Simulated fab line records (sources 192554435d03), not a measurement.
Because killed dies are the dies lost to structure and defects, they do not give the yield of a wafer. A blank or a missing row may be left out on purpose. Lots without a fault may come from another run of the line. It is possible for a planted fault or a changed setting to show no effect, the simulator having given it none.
fab line records -- flow n5Finfet
record: lots: 12, wafers: 36, lastDay: 18
route steps=1938 shown BEOL_M10@1528 PASSIVATION@1906
lots that met no fault: taken from a fault-free run of the same line
startH: the number of hours between the record's first day and the start of the first shown wafer of the lot -- waitH: how many hours have passed since the lot's step before this one -- " same as the row above -- L1.1+2: a row that stands for several wafers -- - value missing, or start not given -- * or withheld: withheld -- < > ~ a bound
route shown NAME@n: a module of which the file shows steps, and the number in the route of the first -- usual: the fault-free wafers' mean and standard deviation -- same: alike in all rows -- chamber/n: place in a boat -- sites: readings site by site -- _std_site: their standard deviation -- _edge_site: outer sites' mean less inner sites' -- radiusMm: how far each site lies from the wafer's centre -- mask NAME#n: copy n -- behind: the last tool/chamber to shape the wafer -- hold: the reason the lot was held/the length of the hold in hours/how it ended -- device: which transistor (n, p or np) failed to switch -- end of line: tests of these same wafers at the route's end -- a step with no rows: only its recipe -- killed: dies that structure and defects cost at the first sort, which is not the same as the wafer's yield -- map: a wafer's dies, marking killed ones x, the rest . and places with no die _
set.NAME: the run value of the setting; set.NAME@STEP: its run value at that earlier step -- model.NAME: the simulator's own value behind a step, which no gauge read
the route's steps for a sample of lots (tables are steps, rows are wafers)
services: from which hour (startH, from the record's first day; less than 0 if before it) a tool's chamber was out of use, for how many hours, and why
== steps ==
step: N5_BEOL_M10_ECD_50
recipe: material: Cu, targetThkA: 3180
lot.wafer,tool,chamber,startH,waitH
L694.4+5+6,ecdCu-02,"1,1,0",223.32,0.1
L695.1+3+6,ecdCu-02,"0,1,0",223.47,0.1
L696.3+4+6,ecdCu-01,"1,0,0",227.16,0.1
L699.1+4+5,ecdCu-01,0,243.04,0.1
L700.2+3+5,ecdCu-01,"1,0,0",249.80,0.1
L701.2+3+6,ecdCu-01,"0,1,1",258.80,0.1
L702.1+4+5,ecdCu-01,1,265.69,0.1
L703.1+3+4,ecdCu-01,"1,1,0",268.83,0.1
L712.4+5+6,ecdCu-01,"0,1,0",347.50,0.1
L714.1+2+4,ecdCu-02,"0,1,1",350.90,0.1
L715.2+3+6,ecdCu-01,"0,1,1",354.44,0.1
L716.3+4+5,ecdCu-02,"1,0,1",377.59,0.1
step: N5_PASSIVATION_OVL_MEAS_63
recipe: pointsPerWafer: 44
usual: PAD_OVL: 5/5.2
lot.wafer,tool,chamber,startH,waitH,PAD_OVL[nm]
L694.4,overlay-01,0,266.19,0.0,4
L694.5,overlay-01,0,266.19,0.0,8
L694.6,overlay-01,0,266.19,0.0,0
L695.1,overlay-01,0,268.14,0.0,-1
L695.3,overlay-01,0,268.14,0.0,8
L695.6,overlay-01,0,268.14,0.0,4
L696.3,overlay-02,0,272.71,0.0,0
L696.4,overlay-02,0,272.71,0.0,3
L696.6,overlay-02,0,272.71,0.0,-5
L699.1,overlay-02,0,287.47,0.0,10
L699.4,overlay-02,0,287.47,0.0,11
L699.5,overlay-02,0,287.47,0.0,17
L700.2,overlay-02,0,289.16,0.0,4
L700.3,overlay-02,0,289.16,0.0,6
L700.5,overlay-02,0,289.16,0.0,5
L701.2,overlay-02,0,296.91,0.0,7
L701.3,overlay-02,0,296.91,0.0,11
L701.6,overlay-02,0,296.91,0.0,7
L702.1,overlay-01,0,309.33,0.0,10
L702.4,overlay-01,0,309.33,0.0,20
L702.5,overlay-01,0,309.33,0.0,6
L703.1,overlay-02,0,309.83,0.0,-3
L703.3,overlay-02,0,309.83,0.0,2
L703.4,overlay-02,0,309.83,0.0,-3
L712.4,overlay-02,0,393.17,0.0,7
L712.5,overlay-02,0,393.17,0.0,6
L712.6,overlay-02,0,393.17,0.0,7
L714.1,overlay-02,0,402.54,0.0,7
L714.2,overlay-02,0,402.54,0.0,7
L714.4,overlay-02,0,402.54,0.0,1
L715.2,overlay-02,0,407.62,0.0,8
L715.3,overlay-02,0,407.62,0.0,8
L715.6,overlay-02,0,407.62,0.0,13
L716.3,overlay-02,0,429.33,0.0,11
L716.4,overlay-02,0,429.33,0.0,2
L716.5,overlay-02,0,429.33,0.0,7
step: N5_PASSIVATION_DESCUM_32
recipe: chemistry: O2, timeS: 7.9, sourcePowerW: 50, biasPowerW: 20, pressureMtorr: 20, rfFrequencyHz: 2.712e+07, tempC: 40, o2FlowSccm: 225
usual: chamberPressureMTorr: 19.999/0.019, drypumpMotorCurrentA: 5.7/0.43, oesProductAu: 0.80/0.084, rfVppV: 243.9/0.98, showerheadPlenumPTorr: 2.14/0.043, throttleValvePct: 20.34/0.24
lot.wafer,tool,chamber,startH,waitH,chamberPressureMTorr,drypumpMotorCurrentA,oesProductAu,rfHoursCounterH,rfVppV,showerheadPlenumPTorr,throttleValvePct
L694.4,rieDiel-05,0,266.25,0.0,19.975,6.4,0.69,233,244.2,2.14,20.20
L694.5,rieDiel-05,3,266.25,0.0,20.014,5.7,0.93,-,241.8,2.05,20.46
L694.6,rieDiel-05,0,266.25,0.0,20.017,6.4,0.70,-,243.8,2.14,20.18
L695.1,rieDiel-03,0,268.20,0.0,20.011,5.8,0.86,63,246.9,2.21,20.31
L695.3,rieDiel-03,3,268.20,0.0,19.986,5.3,0.68,231,244.1,2.15,20.49
L695.6,rieDiel-03,0,268.20,0.0,20.032,5.9,0.85,-,245.6,2.21,20.31
L696.3,rieDiel-01,2,273.04,0.3,19.991,5.2,0.90,32,244.9,2.14,20.63
L696.4,rieDiel-01,1,273.04,0.3,20.007,5.7,0.75,-,244.4,2.19,20.43
L696.6,rieDiel-01,0,273.04,0.3,19.991,6.4,0.71,-,244.1,2.16,20.42
L699.1,rieDiel-05,3,287.53,0.0,19.988,5.7,0.91,20,241.8,2.05,20.45
L699.4,rieDiel-05,1,287.53,0.0,20.007,5.1,0.73,180,242.9,2.08,20.14
L699.5,rieDiel-05,0,287.53,0.0,19.994,6.4,0.69,-,245.1,2.14,20.20
L700.2,rieDiel-01,2,289.76,0.6,20.006,5.2,0.88,40,243.4,2.14,20.62
L700.3,rieDiel-01,1,289.76,0.6,19.980,5.7,0.74,158,244.8,2.18,20.44
L700.5,rieDiel-01,2,289.76,0.6,19.974,5.2,0.86,-,244.5,2.14,20.64
L701.2,rieDiel-03,0,297.00,0.1,20.024,5.8,0.83,76,243.9,2.21,20.33
L701.3,rieDiel-03,3,297.00,0.1,20.010,5.3,0.67,243,244.6,2.14,20.50
L701.6,rieDiel-03,0,297.00,0.1,20.014,5.8,0.84,-,245.7,2.20,20.33
L702.1,rieDiel-03,3,309.39,0.0,20.003,5.2,0.67,248,244.5,2.14,20.52
L702.4,rieDiel-03,0,309.39,0.0,19.980,5.9,0.84,-,244.4,2.20,20.33
L702.5,rieDiel-03,3,309.39,0.0,20.020,5.2,0.67,-,244.4,2.14,20.51
L703.1,rieDiel-01,1,309.89,0.0,20.005,5.7,0.73,166,244.4,2.18,20.45
L703.3,rieDiel-01,0,309.89,0.0,20.017,6.4,0.70,237,243.9,2.16,20.45
L703.4,rieDiel-01,3,309.89,0.0,19.953,6.3,0.70,234,244.2,2.13,20.28
L712.4,rieDiel-05,0,393.23,0.0,20.008,6.4,0.92,23,244.9,2.13,19.86
L712.5,rieDiel-05,3,393.23,0.0,19.988,5.7,0.85,-,242.3,2.04,20.53
L712.6,rieDiel-05,2,393.23,0.0,19.969,5.9,0.81,-,242.5,2.10,20.28
L714.1,rieDiel-05,2,402.61,0.0,20.003,5.9,0.80,70,243.2,2.10,20.29
L714.2,rieDiel-05,0,402.61,0.0,19.995,6.4,0.91,26,243.8,2.12,19.85
L714.4,rieDiel-05,1,402.61,0.0,20.045,5.1,0.69,217,243.5,2.07,20.19
L715.2,rieDiel-03,2,407.68,0.0,20.022,5.3,0.87,50,243.6,2.14,19.91
L715.3,rieDiel-03,1,407.68,0.0,19.996,5.3,0.77,127,244.0,2.11,20.62
L715.6,rieDiel-03,3,407.68,0.0,20.005,5.2,0.92,-,244.1,2.13,20.03
L716.3,rieDiel-03,0,429.39,0.0,19.993,5.8,0.77,130,245.5,2.19,20.40
L716.4,rieDiel-03,1,429.39,0.0,19.982,5.3,0.75,138,242.8,2.11,20.63
L716.5,rieDiel-03,3,429.39,0.0,20.018,5.3,0.89,-,244.3,2.13,20.05
step: N5_PASSIVATION_PROBE_49
usual: defectLimitedYield: 91.1/1.3, killed_at_M0_to_M3: 35/11, killed_at_M4_up: 13/5.4, killedAtContacts: 14/6.5, killedAtFrontEnd: 41/11, killedAtOther: 4/3.1, killedDies: 106/15, killedOnRim: 14/3.7, killedOpen: 69/12, killedShort: 35/7, sort_bin_4_leakage: 0.01/0.078, sort_bin_5_function: 5.2/0.86, sort_bin_6_memory: 3.4/0.64, sortNPass: 1074/15, sortYieldPct: 91.0/1.3
same: grossDies: 1180, killedAtBackSide: 0, sort_bin_8_speed[%]: 0
lot.wafer,tool,chamber,startH,waitH,defectLimitedYield[%],killed_at_M0_to_M3,killed_at_M4_up,killedAtContacts,killedAtFrontEnd,killedAtOther,killedDies,killedOnRim,killedOpen,killedShort,sort_bin_4_leakage[%],sort_bin_5_function[%],sort_bin_6_memory[%],sortNPass,sortYieldPct[%]
L694.4,prober-01,-,271.19,0.2,92.5,28,13,11,36,0,88,10,53,33,0,3.6,3.4,1092,92.5
L694.5,prober-01,-,271.24,0.2,90.2,28,13,10,60,5,116,17,77,38,0,5.9,3.6,1064,90.2
L694.6,prober-01,-,271.29,0.3,91.8,30,14,14,39,0,97,12,66,27,0,5.3,2.6,1083,91.8
L695.1,prober-02,-,273.06,0.0,90.7,26,20,10,48,6,110,16,65,41,0,5.3,3.6,1070,90.7
L695.3,prober-02,-,273.16,0.1,91.6,32,13,10,43,1,99,15,64,33,0,4.9,3.2,1081,91.6
L695.6,prober-02,-,273.31,0.3,91.0,24,10,23,46,3,106,14,69,35,0,5.2,3.5,1074,91.0
L696.3,prober-01,-,277.93,0.1,91.0,36,11,5,51,3,106,18,68,36,0,4.7,4.0,1074,91.0
L696.4,prober-01,-,277.98,0.2,90.8,40,8,7,53,1,109,19,69,37,0,4.8,4.1,1071,90.8
L696.6,prober-01,-,278.08,0.3,89.8,31,18,5,66,0,120,22,77,40,0,5.8,3.5,1060,89.8
L699.1,prober-01,-,293.44,0.0,92.1,39,8,11,33,2,93,10,61,32,0,4.8,2.8,1087,92.1
L699.4,prober-01,-,293.59,0.2,91.4,53,12,6,28,3,102,8,57,43,0,5.1,3.1,1078,91.4
L699.5,prober-01,-,293.64,0.2,91.7,38,6,18,36,0,98,10,60,38,0,5.7,2.3,1082,91.7
L701.2,prober-01,-,302.04,0.1,71.8,16,260,17,37,3,333,48,49,35,0,17.3,9.8,847,71.8
L701.3,prober-01,-,302.09,0.1,69.3,33,283,14,30,2,362,58,70,24,0,18.5,9.4,818,69.3
L701.6,prober-01,-,302.24,0.3,71.9,15,250,9,57,1,332,42,65,33,0,16.8,10.1,848,71.9
L702.1,prober-02,-,314.45,0.0,71.4,40,267,8,21,1,337,35,51,22,0,16.9,10.8,843,71.4
L702.4,prober-02,-,314.60,0.2,72.1,45,249,6,27,2,329,46,64,26,0,18.1,8.7,851,72.1
L702.5,prober-02,-,314.65,0.2,71.3,41,267,4,21,6,339,46,49,28,0.85,17.5,9.4,831,70.4
L703.1,prober-01,-,315.95,0.0,71.4,21,265,16,32,3,337,45,56,22,0,17.8,10.1,843,71.4
L703.3,prober-01,-,316.05,0.1,71.5,20,261,9,42,4,336,44,51,27,0,18.3,8.5,844,71.5
L703.4,prober-01,-,316.10,0.2,71.2,19,257,13,45,6,340,47,52,36,0,17.6,9.6,840,71.2
L714.1,prober-01,-,407.69,0.0,89.9,34,9,22,50,4,119,18,89,29,0,5.9,3.7,1061,89.9
L714.2,prober-01,-,407.74,0.1,90.8,34,9,19,44,2,108,15,70,37,0,5.1,3.7,1072,90.8
L714.4,prober-01,-,407.84,0.2,90.8,38,13,19,37,2,109,12,77,32,0,6.0,3.1,1071,90.8
killed by level:class
L694.4 STI_FIN_REVEAL:geometricParticle:open=11 MOL_CONTACT_COAG:geometricParticle:open=6 BEOL_M0_SAQP:geometricParticle:short=6 MOL_CONTACT_COAG:geometricParticle:short=5 BEOL_M1:geometricParticle:open=5 BEOL_M2:geometricParticle:open=5 FIN_SAQP:geometricParticle:open=4 BEOL_M3:geometricParticle:open=4
L694.5 FIN_SAQP:geometricParticle:open=16 STI_FIN_REVEAL:geometricParticle:open=15 FIN_SAQP:geometricParticle:short=10 MOL_CONTACT_COAG:geometricParticle:open=7 BEOL_M2:geometricParticle:open=7 BEOL_M0_SAQP:geometricParticle:open=6 DUMMY_GATE:geometricParticle:open=4 BEOL_M0_SAQP:geometricParticle:short=4
L694.6 MOL_CONTACT_COAG:geometricParticle:open=13 STI_FIN_REVEAL:geometricParticle:open=10 BEOL_M3:geometricParticle:open=9 BEOL_M0_SAQP:geometricParticle:short=7 FIN_SAQP:geometricParticle:open=6 DUMMY_GATE:geometricParticle:open=5 ILD0:geometricParticle:open=5 BEOL_M5:geometricParticle:open=5
L695.1 FIN_SAQP:geometricParticle:short=10 GATE_CUT:geometricParticle:short=9 MOL_CONTACT_COAG:geometricParticle:open=8 DUMMY_GATE:geometricParticle:open=7 FIN_SAQP:geometricParticle:open=6 BEOL_M3:geometricParticle:open=6 BEOL_M4:geometricParticle:open=6 STI_FIN_REVEAL:geometricParticle:open=5
L695.3 BEOL_M3:geometricParticle:open=12 GATE_CUT:geometricParticle:short=11 BEOL_M1:geometricParticle:open=11 MOL_CONTACT_COAG:geometricParticle:open=8 BEOL_M4:geometricParticle:open=7 FIN_SAQP:geometricParticle:short=4 STI_FIN_REVEAL:geometricParticle:open=4 FIN_SAQP:geometricParticle:open=3
L695.6 MOL_CONTACT_COAG:geometricParticle:open=16 FIN_SAQP:geometricParticle:short=12 STI_FIN_REVEAL:geometricParticle:open=11 BEOL_M3:geometricParticle:open=10 MOL_CONTACT_COAG:geometricParticle:short=6 FIN_SAQP:geometricParticle:open=5 GATE_CUT:geometricParticle:short=5 BEOL_M1:geometricParticle:open=5
L696.3 FIN_SAQP:geometricParticle:open=11 BEOL_M0_SAQP:geometricParticle:open=9 FIN_SAQP:geometricParticle:short=8 BEOL_M3:geometricParticle:open=8 GATE_CUT:geometricParticle:open=5 DUMMY_GATE:geometricParticle:open=5 BEOL_M2:geometricParticle:open=5 BEOL_M4:geometricParticle:open=5
L696.4 FIN_SAQP:geometricParticle:open=22 FIN_SAQP:geometricParticle:short=11 GATE_CUT:geometricParticle:short=8 BEOL_M3:geometricParticle:open=7 BEOL_M0:geometricParticle:open=6 BEOL_M4:geometricParticle:open=5 BEOL_M0_SAQP:geometricParticle:short=5 BEOL_M0_SAQP:geometricParticle:open=5
L696.6 FIN_SAQP:geometricParticle:short=18 FIN_SAQP:geometricParticle:open=18 BEOL_M4:geometricParticle:open=13 BEOL_M3:geometricParticle:open=11 STI_FIN_REVEAL:geometricParticle:open=7 MOL_CONTACT_COAG:geometricParticle:open=5 DUMMY_GATE:geometricParticle:open=4 ILD0:geometricParticle:open=4
L699.1 BEOL_M1:geometricParticle:open=12 MOL_CONTACT_COAG:geometricParticle:open=10 BEOL_M0_SAQP:geometricParticle:short=10 STI_FIN_REVEAL:geometricParticle:open=9 BEOL_M0_SAQP:geometricParticle:open=7 SPACER0:geometricParticle:short=6 BEOL_M3:geometricParticle:open=5 BEOL_M4:geometricParticle:open=5
L699.4 BEOL_M3:geometricParticle:short=12 BEOL_M0_SAQP:geometricParticle:open=9 BEOL_M1:geometricParticle:open=7 BEOL_M3:geometricParticle:open=7 FIN_SAQP:geometricParticle:short=6 BEOL_M4:geometricParticle:open=6 FIN_SAQP:geometricParticle:open=5 MOL_CONTACT_COAG:geometricParticle:open=5
L699.5 MOL_CONTACT_COAG:geometricParticle:open=18 GATE_CUT:geometricParticle:short=7 BEOL_M0_SAQP:geometricParticle:open=7 BEOL_M3:geometricParticle:short=7 BEOL_M1:geometricParticle:open=6 BEOL_M3:geometricParticle:open=6 BEOL_M0_SAQP:geometricParticle:short=5 STI_FIN_REVEAL:geometricParticle:open=4
L701.2 BEOL_M10:unspecified=248 MOL_CONTACT_COAG:geometricParticle:open=12 FIN_SAQP:geometricParticle:open=6 STI_FIN_REVEAL:geometricParticle:open=6 FIN_SAQP:geometricParticle:short=5 MOL_CONTACT_COAG:geometricParticle:short=4 GATE_CUT:geometricParticle:open=4 GATE_CUT:geometricParticle:short=4
L701.3 BEOL_M10:unspecified=266 MOL_CONTACT_COAG:geometricParticle:open=13 BEOL_M0_SAQP:geometricParticle:open=12 STI_FIN_REVEAL:geometricParticle:open=11 BEOL_M3:geometricParticle:open=9 BEOL_M5:geometricParticle:open=6 FIN_SAQP:geometricParticle:short=5 FIN_SAQP:geometricParticle:open=4
L701.6 BEOL_M10:unspecified=232 GATE_CUT:geometricParticle:short=11 GATE_CUT:geometricParticle:open=10 MOL_CONTACT_COAG:geometricParticle:open=9 BEOL_M4:geometricParticle:open=8 FIN_SAQP:geometricParticle:open=7 FIN_SAQP:geometricParticle:short=6 STI_FIN_REVEAL:geometricParticle:open=5
L702.1 BEOL_M10:unspecified=260 BEOL_M0_SAQP:geometricParticle:open=11 BEOL_M3:geometricParticle:open=9 MOL_CONTACT_COAG:geometricParticle:open=6 BEOL_M0_SAQP:geometricParticle:short=6 BEOL_M1:geometricParticle:open=6 STI_FIN_REVEAL:geometricParticle:open=5 FIN_SAQP:geometricParticle:short=4
L702.4 BEOL_M10:unspecified=237 BEOL_M3:geometricParticle:open=16 BEOL_M1:geometricParticle:open=8 FIN_SAQP:geometricParticle:open=6 GATE_CUT:geometricParticle:open=6 MOL_CONTACT_COAG:geometricParticle:open=6 FIN_SAQP:geometricParticle:short=5 BEOL_M0_SAQP:geometricParticle:short=5
L702.5 BEOL_M10:unspecified=261 BEOL_M3:geometricParticle:open=12 BEOL_M0:geometricParticle:short=9 BEOL_M1:geometricParticle:open=7 GATE_CUT:geometricParticle:open=5 MOL_CONTACT_COAG:geometricParticle:open=4 BEOL_M0_SAQP:geometricParticle:open=4 STARTING-WAFER:geometricParticle:open=4
L703.1 BEOL_M10:unspecified=257 FIN_SAQP:geometricParticle:open=14 MOL_CONTACT_COAG:geometricParticle:open=11 BEOL_M0_SAQP:geometricParticle:open=6 BEOL_M3:geometricParticle:open=5 GATE_CUT:geometricParticle:short=4 MOL_CONTACT_COAG:geometricParticle:short=4 BEOL_M0_SAQP:geometricParticle:short=4
L703.3 BEOL_M10:unspecified=256 STI_FIN_REVEAL:geometricParticle:open=15 MOL_CONTACT_COAG:geometricParticle:open=6 STI_FIN_REVEAL:geometricParticle:short=4 GATE_CUT:geometricParticle:short=4 BEOL_M0_SAQP:geometricParticle:short=4 BEOL_M0_SAQP:geometricParticle:open=4 FIN_SAQP:geometricParticle:short=3
L703.4 BEOL_M10:unspecified=251 FIN_SAQP:geometricParticle:short=11 MOL_CONTACT_COAG:geometricParticle:open=11 STI_FIN_REVEAL:geometricParticle:open=6 BEOL_M3:geometricParticle:open=6 FIN_SAQP:geometricParticle:open=5 GATE_CUT:geometricParticle:short=4 BEOL_M0_SAQP:geometricParticle:open=4
L714.1 STI_FIN_REVEAL:geometricParticle:open=27 MOL_CONTACT_COAG:geometricParticle:open=20 BEOL_M0_SAQP:geometricParticle:open=9 BEOL_M3:geometricParticle:open=8 STI_FIN_REVEAL:geometricParticle:short=5 BEOL_M1:geometricParticle:open=5 BEOL_M4:geometricParticle:open=4 DUMMY_GATE:geometricParticle:open=3
L714.2 MOL_CONTACT_COAG:geometricParticle:open=14 STI_FIN_REVEAL:geometricParticle:open=13 BEOL_M0_SAQP:geometricParticle:short=11 BEOL_M2:geometricParticle:open=11 STI_FIN_REVEAL:geometricParticle:short=8 BEOL_M0_SAQP:geometricParticle:open=6 FIN_SAQP:geometricParticle:open=5 MOL_CONTACT_COAG:geometricParticle:short=5
L714.4 STI_FIN_REVEAL:geometricParticle:open=18 MOL_CONTACT_COAG:geometricParticle:open=15 BEOL_M0_SAQP:geometricParticle:short=15 BEOL_M0_SAQP:geometricParticle:open=8 BEOL_M3:geometricParticle:open=7 DUMMY_GATE:geometricParticle:open=5 BEOL_M1:geometricParticle:open=5 STI_FIN_REVEAL:geometricParticle:short=4
== services ==
tool,chamber,startH,hours,kind
rieDiel-05,-,228.13,0.4,repair
rieDiel-01,3,235.05,61.9,repair
rieDiel-03,2,254.30,-,clean
rieDiel-03,2,254.30,-,consumableReplace:focusRing
rieDiel-03,2,254.30,22.5,scheduledDown
rieDiel-03,2,254.30,22.5,ventCycle
rieDiel-05,2,271.67,4.7,repair
rieDiel-01,0,275.58,5.2,repair
rieDiel-05,1,291.08,6.5,repair
rieDiel-03,1,302.27,7.5,repair
ecdCu-01,-,308.32,10.0,repair
rieDiel-03,3,315.27,-,clean
rieDiel-01,0,317.42,11.6,repair
rieDiel-01,3,320.48,100.8,repair
rieDiel-03,2,326.80,3.5,repair
rieDiel-05,1,347.17,6.4,repair
rieDiel-03,3,360.01,6.0,repair
rieDiel-01,0,381.53,9.7,repair
rieDiel-01,-,386.22,3.8,repair
ecdCu-02,-,393.15,2.2,repair
ecdCu-02,-,398.71,1.6,repair
rieDiel-05,-,406.30,28.1,pm
rieDiel-01,0,411.96,1.8,repair
ecdCu-01,-,418.43,1.1,repair
== key ==
firstSign: step: N5_PASSIVATION_PROBE_49, reading: killed_at_M4_up, direction: up, sigmas: 46, usual: 13, struck: 262
effect: step: N5_PASSIVATION_PROBE_49, reading: killedDies, direction: up, sigmas: 15, usual: 106, struck: 338
moreKillsBornAt: N5_BEOL_M10_ECD_50@ecdCu-01: 2268
metAt N5_BEOL_M10_ECD_50
struckLots L701,L702,L703
notActingAt N5_PASSIVATION_OVL_MEAS_63,N5_PASSIVATION_DESCUM_32
onsetBetween 249.80 258.80
fault: kind: chamberParticleSource, tool: ecdCu-01, chamber: -, onsetH: 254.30, steps: N5_BEOL_M10_ECD_50, ratePerVisitCm2: 0.47545, endH: 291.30
